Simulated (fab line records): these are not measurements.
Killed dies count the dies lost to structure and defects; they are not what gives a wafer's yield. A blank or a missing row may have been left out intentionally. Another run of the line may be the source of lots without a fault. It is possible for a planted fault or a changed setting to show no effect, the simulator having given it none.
fab line records	flow n5_finfet
record lots=6	wafers=18	last_day=20
route steps=1938 shown BEOL_M2@919 BEOL_M3@931 BEOL_M4@1111 PASSIVATION@1936
lots that met no fault: from a run of the same line without faults
start_h: the number of hours between the record's first day and the start of the first shown wafer of the lot	wait_h: how many hours have passed since the lot's step before this one	" the same as in the row above	L1.1+2: one row covering several wafers at once	- no value, or no start given	* or withheld: withheld	< > ~ a bound
route shown NAME@n: names a module that has steps shown in the file, with the first one's number in the route	usual: mean/standard deviation of fault-free wafers	same: alike in all rows	chamber/n: place in a boat	sites: per-site readings	_std_site: their standard deviation	_edge_site: inner sites' mean taken away from outer sites' mean	radius_mm: for every site, how far away it sits from the centre of the wafer	mask NAME#n: copy n	behind: tool/chamber where the wafer was last shaped	hold: why the lot was held/for how many hours/how that ended	device: which transistor (n, p or np) failed to switch	end of line: the tests these same wafers got at the end of their route	for a step that has no rows: nothing shown but its recipe	killed: the dies lost at the first sort to structure and to defects; this is not the yield of the wafer	map: per-die view of a wafer (x killed, . not killed, _ where there is no die)
set.NAME: the setting the step ran with; set.NAME@STEP: the setting that earlier step ran with	model.NAME: the simulator's own value behind a step, which no gauge read
lots at some steps of the route; a table a step, a row a wafer
services: when a tool's chamber went out of use (start_h, in hours from the record's first day, below 0 if earlier), for how many hours, and the reason
## steps
# step N5_BEOL_M2_ANNEAL_95
# recipe temp_c=400	time_s=240	ambient=vacuum
# usual heater_power_w=842/82
lot.wafer	tool	chamber	start_h	wait_h	heater_power_w
L913.1	pvd_sputter-02	-	194.58	0.0	795
L913.4	"	-	"	"	954
L913.5	"	-	"	"	749
L915.3	pvd_sputter-03	-	212.41	0.0	877
L915.4	"	-	"	"	918
L915.6	"	-	"	"	862
L918.1	pvd_sputter-02	-	229.39	0.0	968
L918.2	"	-	"	"	769
L918.5	"	-	"	"	798
L922.1	pvd_sputter-02	-	275.68	0.0	788
L922.4	"	-	"	"	864
L922.6	"	-	"	"	784
L923.2	pvd_sputter-03	-	285.21	0.0	877
L923.3	"	-	"	"	848
L923.6	"	-	"	"	865
L926.2	pvd_sputter-02	-	316.27	0.0	959
L926.4	"	-	"	"	808
L926.5	"	-	"	"	762
# step N5_BEOL_M2_SPUTTER_96
# recipe material=Cu	target_thk_a=45	temp_c=-20	chamber_pressure_pa=0.07	power_w=withheld	time_s=8.29
# usual throttle_valve_pct=29.5/0.88
lot.wafer	tool	chamber	start_h	wait_h	throttle_valve_pct
L913.1	pvd_sputter-02	-	194.72	0.1	27.9
L913.4	"	-	"	"	30.1
L913.5	"	-	"	"	30.2
L915.3	pvd_sputter-03	-	212.55	0.1	29.0
L915.4	"	-	"	"	30.1
L915.6	"	-	"	"	30.3
L918.1	pvd_sputter-02	-	229.53	0.1	30.1
L918.2	"	-	"	"	30.0
L918.5	"	-	"	"	27.7
L922.1	pvd_sputter-02	-	275.82	0.1	27.9
L922.4	"	-	"	"	29.2
L922.6	"	-	"	"	27.6
L923.2	pvd_sputter-03	-	285.35	0.1	28.9
L923.3	"	-	"	"	30.6
L923.6	"	-	"	"	30.3
L926.2	pvd_sputter-02	-	316.41	0.1	30.3
L926.4	"	-	"	"	27.9
L926.5	"	-	"	"	29.9
# step N5_BEOL_M2_ECD_50
# recipe material=Cu	target_thk_a=3000
# step N5_BEOL_M2_ANNEAL_51
# recipe temp_c=225	time_s=90	ambient=N2
# step N5_BEOL_M2_CMP_52
# recipe stop_on=SiOC	t_overpolish_s=6.8	down_force_psi=1	platen_rpm=50	clearing_platen_down_force_psi=1.5	clearing_platen_rpm=50	post_cmp_clean=cu_alkaline	target_thk_nm=40	clearing_platen_pad_velocity_m_s=0.99484	pad_velocity_m_s=0.99484
# usual barrier_field_endpoint_s=24.9/0.84	head_pressure_psi=1.0000/0.0021	motor_current_A=6.1/0.51	overpolish_run_s=6.799/0.009	pad_life_wafers=1145/680	retaining_ring_pressure_frac=1.000/0.0049	time_to_endpoint_s=64/4.5
lot.wafer	tool	chamber	start_h	wait_h	barrier_field_endpoint_s	head_pressure_psi	motor_current_A	overpolish_run_s	pad_life_wafers	retaining_ring_pressure_frac	time_to_endpoint_s
L913.4	cmp-03	0	195.22	0.1	23.9	1.0016	6.0	6.794	1818	1.008	56
L913.1	"	3	"	"	24.4	0.9963	6.0	6.807	1821	1.010	64
L913.5	"	0	"	"	23.3	1.0006	5.9	6.795	-	1.004	55
L915.4	cmp-04	0	213.20	0.1	24.8	0.9993	5.5	6.805	24	0.999	61
L915.3	"	3	"	"	25.2	0.9992	6.8	6.791	27	0.997	69
L915.6	"	1	"	"	25.1	0.9986	6.5	6.795	-	0.994	67
L918.1	cmp-03	0	230.02	0.3	23.5	0.9987	6.5	6.796	2076	0.995	55
L918.2	"	2	"	"	25.6	1.0017	6.7	6.792	2078	0.998	66
L918.5	"	0	"	"	23.5	1.0028	6.0	6.815	-	1.000	53
L922.1	cmp-04	1	276.35	0.3	24.9	0.9956	6.6	6.797	451	1.006	63
L922.4	"	2	"	"	25.6	1.0003	5.3	6.804	452	0.992	67
L922.6	"	0	"	"	24.4	1.0031	5.2	6.810	-	0.992	58
L923.3	cmp-02	0	285.86	0.2	25.5	0.9981	5.8	6.807	1572	0.999	67
L923.2	"	3	"	"	24.1	1.0008	7.0	6.806	1575	1.000	60
L923.6	"	0	"	"	25.6	1.0021	5.7	6.801	-	1.001	65
L926.2	cmp-04	2	316.91	0.2	25.7	1.0000	5.3	6.797	756	0.999	66
L926.4	"	3	"	"	26.3	1.0029	6.7	6.802	757	0.995	68
L926.5	"	2	"	"	25.9	0.9977	5.3	6.787	-	0.999	67
# step N5_BEOL_M2_THK_MEAS_53
# recipe thk_meas_gauge=xrf	reads=Cu_of_BEOL_M2_ECD_50
# usual M2_THK=41.0/2
lot.wafer	tool	chamber	start_h	wait_h	M2_THK[nm]
L913.1	film_metro-01	-	195.51	-	43.1
L913.4	"	-	"	"	38.6
L913.5	"	-	"	"	40.2
L915.3	film_metro-01	-	213.50	-	41.3
L915.4	"	-	"	"	40.3
L915.6	"	-	"	"	42.5
L918.1	film_metro-01	-	230.32	-	39.4
L918.2	"	-	"	"	44.5
L918.5	"	-	"	"	38.9
L922.1	film_metro-01	-	276.61	-	40.5
L922.4	"	-	"	"	39.6
L922.6	"	-	"	"	36.8
L923.2	film_metro-02	-	286.16	-	40.7
L923.3	"	-	"	"	39.6
L923.6	"	-	"	"	42.6
L926.2	film_metro-02	-	317.21	-	42.4
L926.4	"	-	"	"	41.6
L926.5	"	-	"	"	40.1
# step N5_BEOL_M2_PRE_CLEAN_60
# recipe gas=NH3/H2	time_s=15	temp_c=*	rf_power_w=300
# step N5_BEOL_M2_CO_CAP_55
# recipe material=Co	target_thk_a=20	temp_c=200	precursor=CCTBA/H2	pressure_torr=30	time_s=102.1
# usual heater_power_w=224/19
lot.wafer	tool	chamber	start_h	wait_h	heater_power_w
L913.1	cvd_co-01	2	195.59	0.0	191
L913.4	"	2	"	"	191
L913.5	"	1	"	"	219
L915.3	cvd_co-02	0	213.57	0.0	210
L915.4	"	0	"	"	222
L915.6	"	2	"	"	238
L918.1	cvd_co-02	2	230.41	0.0	243
L918.2	"	0	"	"	216
L918.5	"	0	"	"	216
L922.1	cvd_co-02	1	276.68	0.0	245
L922.4	"	0	"	"	221
L922.6	"	1	"	"	239
L923.2	cvd_co-01	2	286.23	0.0	196
L923.3	"	0	"	"	238
L923.6	"	2	"	"	190
L926.2	cvd_co-01	2	317.28	0.0	194
L926.4	"	1	"	"	219
L926.5	"	2	"	"	193
# step N5_BEOL_M2_PRE_CLEAN_56
# recipe gas=NH3	time_s=15	temp_c=withheld	rf_power_w=300
# step N5_BEOL_M2_DEP_57
# recipe material=SiCN	target_thk_a=80	temp_c=withheld	precursor=3MS/NH3	pressure_torr=3	rf_w=202	time_s=14
# usual showerhead_plenum_p_Torr=3.664/0.0083	throttle_valve_pct=8.9/0.55
lot.wafer	tool	chamber	start_h	wait_h	showerhead_plenum_p_Torr	throttle_valve_pct
L913.1	pecvd-03	1	195.70	0.0	3.660	9.7
L913.4	"	1	"	"	3.658	9.3
L913.5	"	2	"	"	3.662	9.1
L915.3	pecvd-03	0	213.72	0.0	3.670	8.2
L915.4	"	1	"	"	3.666	9.5
L915.6	"	0	"	"	3.671	8.4
L918.1	pecvd-04	1	230.57	0.0	3.664	9.5
L918.2	"	2	"	"	3.671	8.7
L918.5	"	1	"	"	3.659	9.1
L922.1	pecvd-02	2	276.81	0.0	3.672	9.0
L922.4	"	0	"	"	3.667	9.6
L922.6	"	0	"	"	3.666	9.3
L923.2	pecvd-04	1	286.35	0.0	3.655	9.0
L923.3	"	0	"	"	3.662	9.2
L923.6	"	0	"	"	3.650	9.0
L926.2	pecvd-02	0	317.40	0.0	3.673	9.5
L926.4	"	1	"	"	3.659	9.0
L926.5	"	0	"	"	3.661	9.7
# step N5_BEOL_M2_RS_MEAS_58
# recipe thk_meas_gauge=four-point-probe	reads=Co_of_BEOL_M2_CO_CAP_55+Cu_of_BEOL_M2_ECD_50+Co_of_BEOL_M2_CVD_47+TaN_of_BEOL_M2_ALD_84
# usual M2_RS=0.66/0.043
lot.wafer	tool	chamber	start_h	wait_h	M2_RS[ohm/sq]
L913.1	film_metro-01	-	195.77	0.0	0.63
L913.4	"	-	"	"	0.73
L913.5	"	-	"	"	0.69
L915.3	film_metro-01	-	213.79	0.1	0.66
L915.4	"	-	"	"	0.68
L915.6	"	-	"	"	0.64
L918.1	film_metro-02	-	230.63	0.0	0.70
L918.2	"	-	"	"	0.59
L918.5	"	-	"	"	0.71
L922.1	film_metro-01	-	276.90	0.1	0.68
L922.4	"	-	"	"	0.69
L922.6	"	-	"	"	0.77
L923.2	film_metro-02	-	286.42	0.1	0.67
L923.3	"	-	"	"	0.69
L923.6	"	-	"	"	0.62
L926.2	film_metro-01	-	317.47	0.1	0.63
L926.4	"	-	"	"	0.64
L926.5	"	-	"	"	0.67
# step N5_BEOL_M2_INSPECT_59
# recipe inspect_instrument=darkfield	mode=post_dep
# usual raw_defect_count=71/24
lot.wafer	tool	chamber	start_h	wait_h	raw_defect_count
L913.1	defect_inspect-01	-	195.80	0.0	41
L913.4	"	-	"	"	58
L913.5	"	-	"	"	60
L915.3	defect_inspect-01	-	213.82	0.0	63
L915.4	"	-	"	"	66
L915.6	"	-	"	"	150
L918.1	defect_inspect-01	-	230.66	0.0	77
L918.2	"	-	"	"	68
L918.5	"	-	"	"	51
L922.1	defect_inspect-01	-	276.92	0.0	114
L922.4	"	-	"	"	116
L922.6	"	-	"	"	79
L923.2	defect_inspect-02	-	286.44	0.0	102
L923.3	"	-	"	"	141
L923.6	"	-	"	"	72
L926.2	defect_inspect-02	-	317.49	0.0	82
L926.4	"	-	"	"	153
L926.5	"	-	"	"	136
# step N5_BEOL_M3_ILD_DEP_00
# recipe material=SiOC	target_thk_a=790	temp_c=350	precursor=DEMS/O2	pressure_torr=5	rf_w=500	time_s=15.3
# usual heater_power_w=484/66	showerhead_plenum_p_Torr=5.694/0.013	susceptor_temp_C=350.00/0.21	throttle_valve_pct=11.8/0.7
lot.wafer	tool	chamber	start_h	wait_h	heater_power_w	showerhead_plenum_p_Torr	susceptor_temp_C	throttle_valve_pct
L913.1	pecvd-02	1	195.83	0.0	501	5.703	350.03	11.4
L913.4	"	0	"	"	487	5.694	353.85	12.7
L913.5	"	1	"	"	501	5.704	350.20	11.5
L915.3	pecvd-02	0	213.87	0.1	492	5.690	353.99	12.6
L915.4	"	1	"	"	587	5.681	350.18	11.4
L915.6	"	1	"	"	576	5.695	350.13	11.4
L918.1	pecvd-01	2	230.70	0.0	552	5.678	349.44	10.9
L918.2	"	0	"	"	585	5.672	350.21	12.7
L918.5	"	1	"	"	437	5.716	350.21	11.9
L922.1	pecvd-03	0	276.96	0.0	476	5.704	350.26	11.1
L922.4	"	0	"	"	478	5.701	349.66	10.5
L922.6	"	2	"	"	435	5.697	350.26	10.3
L923.2	pecvd-02	2	286.48	0.0	456	5.705	350.25	11.6
L923.3	"	0	"	"	433	5.692	349.98	12.7
L923.6	"	1	"	"	501	5.683	349.51	11.6
L926.2	pecvd-01	0	317.53	0.0	523	5.684	349.32	12.8
L926.4	"	2	"	"	516	5.688	349.88	11.2
L926.5	"	0	"	"	513	5.670	349.55	12.9
# step N5_BEOL_M3_THK_MEAS_01
# recipe reads=SiOC_of_BEOL_M3_ILD_DEP_00
# usual M3_ILD_THK=78.9/1.2
lot.wafer	tool	chamber	start_h	wait_h	M3_ILD_THK[nm]
L913.1	film_metro-01	-	195.90	0.0	79.3
L913.4	"	-	"	"	78.8
L913.5	"	-	"	"	79.2
L915.3	film_metro-02	-	213.94	0.1	79.5
L915.4	"	-	"	"	78.8
L915.6	"	-	"	"	78.6
L918.1	film_metro-02	-	230.76	0.0	78.6
L918.2	"	-	"	"	77.1
L918.5	"	-	"	"	79.0
L922.1	film_metro-02	-	277.03	0.0	79.0
L922.4	"	-	"	"	79.7
L922.6	"	-	"	"	81.4
L923.2	film_metro-02	-	286.55	0.1	79.3
L923.3	"	-	"	"	80.4
L923.6	"	-	"	"	81.6
L926.2	film_metro-02	-	317.60	0.1	77.5
L926.4	"	-	"	"	80.5
L926.5	"	-	"	"	78.7
# step N5_BEOL_M4_RC_MEAS_101
# usual DIBL_N=36.3/1.9	DIBL_P=36.6/2.4	IOFF_N=0.17/0.037	IOFF_P=0.23/0.04	ION_N=682/14	ION_P=468/8.6	SS_N=71.6/0.67	SS_P=73.4/0.71	VT_N=248/3.3	VT_P=-248.9/2.9
lot.wafer	tool	chamber	start_h	wait_h	DIBL_N[mV/V]	DIBL_P[mV/V]	IOFF_N[nA/um]	IOFF_P[nA/um]	ION_N[uA/um]	ION_P[uA/um]	SS_N[mV/dec]	SS_P[mV/dec]	VT_N[mV]	VT_P[mV]
L913.1	prober-01	0	228.26	0.0	34.0	32.0	0.11	0.16	658	454	71.5	72.7	257	-253.9
L913.4	"	0	"	"	38.6	38.7	0.20	0.26	689	469	71.8	74.3	247	-245.8
L913.5	"	0	"	"	36.0	35.8	0.15	0.22	686	468	71.1	73.8	250	-248.4
L915.3	prober-01	0	244.24	0.3	34.3	33.8	0.14	0.21	659	460	71.0	72.8	248	-249.0
L915.4	"	0	"	"	36.9	36.5	0.16	0.23	675	465	71.5	74.0	250	-245.9
L915.6	"	0	"	"	40.0	39.4	0.23	0.30	676	470	73.0	74.9	246	-243.2
L918.1	prober-02	0	286.60	0.0	37.9	38.6	0.23	0.32	692	480	71.9	74.1	243	-243.4
L918.2	"	0	"	"	37.5	37.6	0.23	0.31	723	495	71.3	73.8	241	-240.6
L918.5	"	0	"	"	34.9	34.5	0.16	0.25	675	468	71.0	72.8	246	-244.3
L922.1	prober-02	0	331.91	0.0	37.4	37.1	0.17	0.21	676	461	71.5	72.9	247	-250.8
L922.4	"	0	"	"	37.4	35.6	0.18	0.20	674	461	72.4	72.9	245	-251.6
L922.6	"	0	"	"	35.4	34.7	0.14	0.18	665	455	71.6	72.2	250	-253.6
L923.2	prober-02	0	350.07	0.2	35.9	38.5	0.18	0.25	685	474	72.2	74.2	247	-247.0
L923.3	"	0	"	"	33.7	34.9	0.14	0.19	670	462	71.2	72.4	251	-251.4
L923.6	"	0	"	"	36.2	37.8	0.20	0.24	691	467	71.6	74.3	246	-246.1
L926.2	prober-02	0	356.60	0.2	35.5	35.5	0.17	0.21	673	468	71.1	73.4	250	-249.7
L926.4	"	0	"	"	38.6	39.7	0.26	0.28	701	475	72.0	74.4	243	-246.8
L926.5	"	0	"	"	34.1	34.7	0.16	0.20	678	471	70.9	74.0	249	-251.5
# step N5_PASSIVATION_PROBE_49
# usual defect_limited_yield=91.2/1.5	killed_at_M0_to_M3=35/12	killed_at_M4_up=14/5.1	killed_at_contacts=13/6	killed_at_front_end=38/12	killed_at_other=4/3.5	killed_dies=104/18	killed_open=68/13	killed_short=33/8.1	sort_bin_4_leakage=0.00/0.044	sort_bin_5_function=5.2/1	sort_bin_6_memory=3.2/0.69	sort_bin_8_speed=0.01/0.051	sort_n_pass=1076/18
# same gross_dies=1180	killed_at_back_side=0
lot.wafer	tool	chamber	start_h	wait_h	defect_limited_yield[%]	killed_at_M0_to_M3	killed_at_M4_up	killed_at_contacts	killed_at_front_end	killed_at_other	killed_dies	killed_open	killed_short	sort_bin_4_leakage[%]	sort_bin_5_function[%]	sort_bin_6_memory[%]	sort_bin_8_speed[%]	sort_n_pass
L913.1	prober-01	-	332.45	0.0	89.7	54	12	19	31	5	121	87	32	0	6.4	3.6	0	1059
L913.4	prober-01	-	332.60	0.2	90.3	53	12	16	30	4	115	71	40	0	5.5	3.5	0	1065
L913.5	prober-01	-	332.65	0.2	88.5	57	30	12	34	3	136	80	45	0	6.4	3.8	0	1044
L915.3	prober-01	-	356.85	0.1	91.4	23	24	14	29	11	101	70	31	0	5.2	3.3	0	1079
L915.4	prober-01	-	356.90	0.2	91.1	36	16	13	29	11	105	65	31	0	5.1	2.7	0	1075
L915.6	prober-01	-	357.00	0.3	91.8	38	16	14	25	4	97	72	25	0	4.7	3.1	0	1083
L918.1	prober-01	-	380.78	0.0	90.1	44	17	2	50	4	117	75	42	0	6.4	3.1	0	1063
L918.2	prober-01	-	380.83	0.1	92.0	33	15	14	30	2	94	63	29	0	4.9	2.7	0	1086
L918.5	prober-01	-	380.98	0.2	93.0	23	22	6	30	2	83	58	23	0	3.8	2.9	0	1097
L922.1	prober-01	-	433.12	0.0	92.0	24	15	11	37	7	94	70	24	0	4.7	3.1	0	1086
L922.4	prober-01	-	433.27	0.2	91.8	26	14	6	49	2	97	62	35	0	5.1	2.7	0	1083
L922.6	prober-01	-	433.37	0.3	91.0	44	10	11	40	1	106	75	31	0	5.9	2.5	0	1074
L926.2	prober-02	-	468.87	0.1	89.5	53	21	21	29	0	124	78	45	0	6.4	3.7	0	1056
L926.4	prober-02	-	468.97	0.2	92.2	37	18	7	30	0	92	58	33	0.08	4.8	2.8	0	1087
L926.5	prober-02	-	469.02	0.2	92.7	33	15	13	21	4	86	58	27	0	4.4	2.6	0	1094
# killed by level:class
L913.1 MOL_CONTACT_COAG:geometric_particle:open=17 BEOL_M0_SAQP:geometric_particle:open=16 BEOL_M0_SAQP:geometric_particle:short=13 BEOL_M2:geometric_particle:open=11 BEOL_M3:geometric_particle:open=7 FIN_SAQP:geometric_particle:short=6 FIN_SAQP:geometric_particle:open=5 BEOL_M4:geometric_particle:open=4
L913.4 BEOL_M0_SAQP:geometric_particle:short=19 MOL_CONTACT_COAG:geometric_particle:open=13 BEOL_M1:geometric_particle:open=10 BEOL_M0_SAQP:geometric_particle:open=9 BEOL_M2:geometric_particle:open=8 FIN_SAQP:geometric_particle:open=6 FIN_SAQP:geometric_particle:short=6 BEOL_M4:geometric_particle:open=4
L913.5 BEOL_M0_SAQP:geometric_particle:short=16 BEOL_M4:geometric_particle:open=15 BEOL_M1:geometric_particle:open=15 BEOL_M0_SAQP:geometric_particle:open=13 MOL_CONTACT_COAG:geometric_particle:open=9 HKMG_FIN:area_etch=8 FIN_SAQP:geometric_particle:open=7 BEOL_M2:geometric_particle:open=6
L915.3 BEOL_M4:geometric_particle:open=12 STI_FIN_REVEAL:geometric_particle:open=11 MOL_CONTACT_COAG:geometric_particle:open=11 BEOL_M1:geometric_particle:open=10 MIM_TOP:geometric_particle:short=7 FIN_SAQP:geometric_particle:short=4 DUMMY_GATE:geometric_particle:open=4 BEOL_M2:geometric_particle:open=4
L915.4 BEOL_M2:geometric_particle:open=16 MOL_CONTACT_COAG:geometric_particle:open=12 BEOL_M4:geometric_particle:open=12 HKMG_FIN:area_etch=9 BEOL_M0_SAQP:geometric_particle:short=4 BEOL_M1:geometric_particle:open=4 BEOL_M3:geometric_particle:open=4 FIN_SAQP:geometric_particle:short=3
L915.6 MOL_CONTACT_COAG:geometric_particle:open=12 BEOL_M2:geometric_particle:open=12 BEOL_M4:geometric_particle:open=9 BEOL_M0_SAQP:geometric_particle:open=8 STI_FIN_REVEAL:geometric_particle:open=7 BEOL_M3:geometric_particle:open=5 DUMMY_GATE:geometric_particle:open=4 STARTING-WAFER:geometric_particle:open=4
L918.1 FIN_SAQP:geometric_particle:short=14 STI_FIN_REVEAL:geometric_particle:open=13 BEOL_M2:geometric_particle:open=12 BEOL_M3:geometric_particle:open=9 BEOL_M4:geometric_particle:open=9 FIN_SAQP:geometric_particle:open=8 BEOL_M0_SAQP:geometric_particle:short=8 BEOL_M0_SAQP:geometric_particle:open=6
L918.2 MOL_CONTACT_COAG:geometric_particle:open=11 BEOL_M3:geometric_particle:open=9 BEOL_M4:geometric_particle:open=8 STI_FIN_REVEAL:geometric_particle:open=7 BEOL_M0_SAQP:geometric_particle:short=7 FIN_SAQP:geometric_particle:short=6 BEOL_M2:geometric_particle:open=6 STARTING-WAFER:geometric_particle:open=6
L918.5 BEOL_M3:geometric_particle:open=8 BEOL_M4:geometric_particle:open=8 FIN_SAQP:geometric_particle:short=7 STI_FIN_REVEAL:geometric_particle:open=7 BEOL_M0_SAQP:geometric_particle:short=6 BEOL_M5:geometric_particle:open=6 FIN_SAQP:geometric_particle:open=5 MOL_CONTACT_COAG:geometric_particle:open=4
L922.1 FIN_SAQP:geometric_particle:open=15 BEOL_M2:geometric_particle:open=11 MOL_CONTACT_COAG:geometric_particle:open=10 FIN_SAQP:geometric_particle:short=6 BEOL_M4:geometric_particle:open=6 STI_FIN_REVEAL:geometric_particle:open=4 MIM_BOT:geometric_particle:short=4 DUMMY_GATE:geometric_particle:open=3
L922.4 FIN_SAQP:geometric_particle:short=17 FIN_SAQP:geometric_particle:open=14 BEOL_M2:geometric_particle:open=10 STI_FIN_REVEAL:geometric_particle:open=7 MOL_CONTACT_COAG:geometric_particle:open=6 BEOL_M4:geometric_particle:open=5 BEOL_M5:geometric_particle:open=5 STI_FIN_REVEAL:geometric_particle:short=3
L922.6 FIN_SAQP:geometric_particle:open=18 BEOL_M2:geometric_particle:open=11 BEOL_M1:geometric_particle:open=10 MOL_CONTACT_COAG:geometric_particle:open=9 BEOL_M0_SAQP:geometric_particle:open=8 FIN_SAQP:geometric_particle:short=7 BEOL_M0_SAQP:geometric_particle:short=7 STI_FIN_REVEAL:geometric_particle:open=5
L926.2 MOL_CONTACT_COAG:geometric_particle:open=17 BEOL_M0_SAQP:geometric_particle:short=13 STI_FIN_REVEAL:geometric_particle:open=8 BEOL_M1:geometric_particle:open=8 BEOL_M2:geometric_particle:open=8 BEOL_M4:geometric_particle:open=8 BEOL_M3:geometric_particle:open=7 GATE_CUT:geometric_particle:short=5
L926.4 BEOL_M0_SAQP:geometric_particle:short=9 FIN_SAQP:geometric_particle:short=7 MOL_CONTACT_COAG:geometric_particle:open=7 BEOL_M2:geometric_particle:open=7 BEOL_M4:geometric_particle:open=7 BEOL_M0_SAQP:geometric_particle:open=6 STI_FIN_REVEAL:geometric_particle:open=5 STARTING-WAFER:geometric_particle:open=5
L926.5 BEOL_M0_SAQP:geometric_particle:short=11 MOL_CONTACT_COAG:geometric_particle:open=10 BEOL_M4:geometric_particle:open=10 BEOL_M2:geometric_particle:open=9 STI_FIN_REVEAL:geometric_particle:open=5 GATE_CUT:geometric_particle:short=5 BEOL_M1:geometric_particle:open=4 MOL_CONTACT_COAG:geometric_particle:short=3
## services
tool	chamber	start_h	hours	kind
cmp-02	-	172.14	2.3	repair
pvd_sputter-02	-	172.82	0.6	repair
cmp-03	-	180.30	8.3	pm
pecvd-03	2	202.38	-	clean
pecvd-03	2	202.38	-	consumable_replace:showerhead
pecvd-03	2	202.38	29.0	scheduled_down
cmp-03	-	206.50	1.0	repair
cmp-04	-	206.69	4.0	pm
pecvd-02	2	206.75	10.2	scheduled_down
pecvd-02	1	216.95	2.1	scheduled_down
pecvd-02	0	218.00	15.7	repair
cmp-04	-	224.76	4.1	repair
pecvd-02	2	228.89	4.6	repair
cmp-04	-	228.89	4.2	pm
cvd_co-02	1	229.99	3.3	repair
pecvd-04	0	234.41	21.7	repair
cmp-02	-	235.45	0.9	repair
cmp-03	-	239.85	4.0	pm
cmp-04	-	269.19	0.6	repair
pecvd-02	1	276.46	5.5	scheduled_down
cvd_co-01	-	288.06	0.6	repair
cvd_co-01	-	293.96	6.3	repair
cmp-02	-	307.69	3.9	repair
cmp-03	-	310.79	1.7	repair
## key
first_sign step=N5_BEOL_M3_ILD_DEP_00	reading=susceptor_temp_C	direction=up	sigmas=18	usual=*	struck=*
effect none on later readings
met_at N5_BEOL_M3_ILD_DEP_00
struck_wafers L913.4,L915.3
fault kind=process_parameter_drift	tool=pecvd-02	chamber=0	onset_h=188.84	steps=N5_BEOL_M3_ILD_DEP_00	channel=temp_c	offset=*	shape=step	end_h=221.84	acts_in=*	stated=*
